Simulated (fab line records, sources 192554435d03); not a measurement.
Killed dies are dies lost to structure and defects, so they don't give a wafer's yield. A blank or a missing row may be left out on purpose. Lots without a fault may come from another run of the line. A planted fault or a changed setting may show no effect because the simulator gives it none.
A struck lot beside a sound one | flow n5_finfet | 39 steps out of a route of 1938
Sound: wafers L250.1, L250.3, L250.5. Struck: wafers L261.3, L261.4, L261.6. The cause comes at the end.
At each step with rows: each side's tool, then ch and its chambers, then its first start. Under that, the readings that differ: sound wafers | struck wafers | difference of the means | sigmas: that difference in standard deviations of wafers without a fault.
alike: readings whose means differ by less than 2 such deviations, and words and numbers that are the same on both sides. not compared: withheld readings, readings that some wafer has no value for, bounds like >300 that may hide the same value, and numbers for which the record gives no deviation and whose values overlap.
The two part at a step that has a row with sigmas, a row that says differs or no value, or rows on one side only. Numbers that don't overlap but have no deviation are shown without sigmas and don't part them. A reading that every wafer of one side lacks parts them only if that side has two wafers or more.

first, 12 steps without rows for these wafers: N5_SD_EPI_N_STRIP_36 (strips in N2/H2); N5_SD_EPI_N_ETCHBACK_44 (etches SiNx in CH3F/O2, stops on SiO2, target depth 14.5 nm); N5_SD_EPI_N_ETCH_45 (etches SiOCN in CH3F/O2, target depth 6 nm); N5_SD_EPI_N_ETCH_16 (etches SiO2 in CHF3/O2, target depth 5 nm); N5_SD_EPI_N_STRIP_47 (strips in CHF3/O2); N5_SD_EPI_N_SD_RECESS_17 (chemistry HBr/Cl2/O2, target depth 41 nm, time 23.7 s, bt time 3 s); N5_SD_EPI_N_STRIP_38 (strips in N2/H2); N5_SD_EPI_N_WET_ETCH_43 (etches SiO2 in dHF, time 14 s, target depth 1.5 nm); N5_SD_EPI_N_STRIP_18 (strips in SPM, time 750 s); N5_SD_EPI_N_SRD_20 (time 30 s); N5_SD_EPI_N_PRECLEAN_48 (cleans in NF3:NH3, afs cycles 2, time 20 s, sublimation time 60 s); N5_SD_EPI_N_VAPOR_ETCH_50 (etches Si in HCl, time 54 s).
N5_SD_EPI_N_EPI_21: deposits Si:P, time 690 s.
  sound on epi_rpcvd-01 ch 0, day 3 08:16; struck on epi_rpcvd-01 ch 0, day 6 08:04
  reading                                   | sound             | struck            | difference | sigmas
  susceptor_temp_C (C)                      | 680.4 680.1 680.2 | 676.9 676.5 676.3 | -3.7       | -12
  susceptor_temp_C_max                      | 681.7 681.2 681.4 | 678.4 678.2 678.3 | -3.1       | -8
  model.Si-P_of_SD_EPI_N_EPI_21.thk_nm (nm) | 58.8 59.2 59.4    | 56.6 56.2 55.8    | -2.9       |
N5_SD_EPI_N_EPI_MEAS_23:
  sound on film_metro-02, day 3 10:32; struck on film_metro-01, day 6 09:13
  reading     | sound          | struck         | difference | sigmas
  thk_nm (nm) | 59.6 58.6 58.5 | 57.5 55.0 56.5 | -2.6       | -2
then, 24 steps without rows for these wafers: N5_SD_EPI_N_PRECLEAN_24 (cleans in O3/DIW, time 60 s); N5_SD_EPI_N_SRD_25 (time 30 s); N5_SD_EPI_N_PRECLEAN_49 (cleans in NF3:NH3, afs cycles 1, time 20 s, sublimation time 60 s); N5_SD_EPI_N_LINER_46 (material SiNx, target thk 3 nm); N5_SD_EPI_P_COAT_34 (time 60 s, resist thk 350 nm); N5_SD_EPI_P_COAT_35 (time 60 s, resist thk 35 nm); N5_SD_EPI_P_COAT_03 (resist thk 150 nm); N5_SD_EPI_P_EBR_05; N5_SD_EPI_P_SOFTBAKE_04 (time 60 s); N5_SD_EPI_P_EXPOSE_06 (exposes mask SD P BLK, target cd 240 nm); N5_SD_EPI_P_PEB_07 (peb time 60 s); N5_SD_EPI_P_DEVELOP_08 (develop time 30 s); N5_SD_EPI_P_DESCUM_14 (chemistry O2, time 7.9 s); N5_SD_EPI_P_ETCH_36 (etches SiARC in CF4, target depth 45.5 nm, time 75.8 s); N5_SD_EPI_P_ETCH_37 (etches SOC in N2/H2, overetch 108 nm, time 486 s); N5_SD_EPI_P_STRIP_38 (strips in N2/H2); N5_SD_EPI_P_ETCHBACK_46 (etches SiNx in CH3F/O2, stops on SiO2, target depth 17.5 nm); N5_SD_EPI_P_ETCH_47 (etches SiOCN in CH3F/O2, target depth 25 nm); N5_SD_EPI_P_ETCH_16 (etches SiO2 in CHF3/O2, target depth 5 nm); N5_SD_EPI_P_STRIP_50 (strips in CHF3/O2); N5_SD_EPI_P_SD_RECESS_17 (chemistry HBr/Cl2/O2, target depth 39.1 nm, bt time 3 s); N5_SD_EPI_P_WET_ETCH_45 (etches SiO2 in dHF, time 10.7 s, target depth 2 nm, rinse time 30 s); N5_SD_EPI_P_STRIP_40 (strips in N2/H2); N5_SD_EPI_P_PRECLEAN_52 (cleans in O3/DIW, time 60 s).
N5_MOL_CONTACT_COAG_ETCH_15: etches SiNx in CH3F/O2, stops on Si:P, target depth 7 nm.
  sound on rie_diel-04 ch 0,1,2, day 4 20:43; struck on rie_diel-04 ch 0,1,2, day 7 19:24
  reading                                   | sound        | struck       | difference | sigmas
  model.Si-P_of_SD_EPI_N_EPI_21.thk_nm (nm) | 58 58.4 58.6 | 55.8 55.4 55 | -2.9       |
  alike: drypump_motor_current_A, oes_product_au, rf_vpp_V, showerhead_plenum_p_Torr, throttle_valve_pct
  not compared: rf_hours_counter_h

WHERE THEY PART
First at N5_SD_EPI_N_EPI_21; last, within this record, at N5_SD_EPI_N_EPI_MEAS_23. Later steps at which nothing parts them and some readings are alike: N5_MOL_CONTACT_COAG_ETCH_15.

WHY: what the simulator had put in
Process parameter drift: epi_rpcvd-01, from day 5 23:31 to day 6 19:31, at N5_SD_EPI_N_EPI_21. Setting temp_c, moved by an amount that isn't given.
